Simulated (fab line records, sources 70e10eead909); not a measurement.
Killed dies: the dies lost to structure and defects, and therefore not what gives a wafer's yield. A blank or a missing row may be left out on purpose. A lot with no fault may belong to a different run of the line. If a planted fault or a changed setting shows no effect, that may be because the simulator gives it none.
Chamber matching | flow nand_harc | NHARC_P_ZERO_WELL_DESCUM_13 on rie_diel-10 has 4 sister chambers
The step chemistry O2, time 3 s. 4 wafers are shown with their chamber, then 8 later ones without.

## WAFERS WITH THEIR CHAMBER
wafer  | chamber | drypump_motor_current_A (A)
L082.6 | 2       | 6.0
L085.3 | 0       | 6.0
L085.6 | 1       | 5.6
L090.1 | 3       | 5.5

## WAFERS WITHOUT THEIR CHAMBER
wafer  | drypump_motor_current_A (A)
L090.3 | 5.7
L090.6 | 5.6
L091.3 | 6.0
L091.4 | 5.5
L091.5 | 6.0
L094.1 | 5.6
L094.4 | 6.0
L094.6 | 6.0

## WHICH CHAMBER EACH WENT THROUGH
wafer  | from the rows above     | in truth
L090.3 | 1                       | 1
L090.6 | 1                       | 1
L091.3 | can't be placed: 0 or 2 | 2
L091.4 | 3                       | 3
L091.5 | can't be placed: 0 or 2 | 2
L094.1 | 1                       | 1
L094.4 | can't be placed: 0 or 2 | 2
L094.6 | can't be placed: 0 or 2 | 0
Placed correctly: 4 of 8. Unplaceable from these rows: 4, with the true chamber sitting among the candidates in 4. Placed wrongly: 0.
How it was worked out, from the rows above alone: a wafer's distance from a chamber is the root of the sum, over the readings, of the square of ((its reading less the chamber's mean) divided by the reading's scatter). If the next closest chamber is less than 2 further off than the closest, the wafer can't be placed; otherwise it belongs to the closest. For every chamber, the mean is computed from those of its wafers that are shown. The scatter (one wafer shown for each chamber): square how far every hidden wafer sits from the nearest shown wafer, average those squares and take the square root.
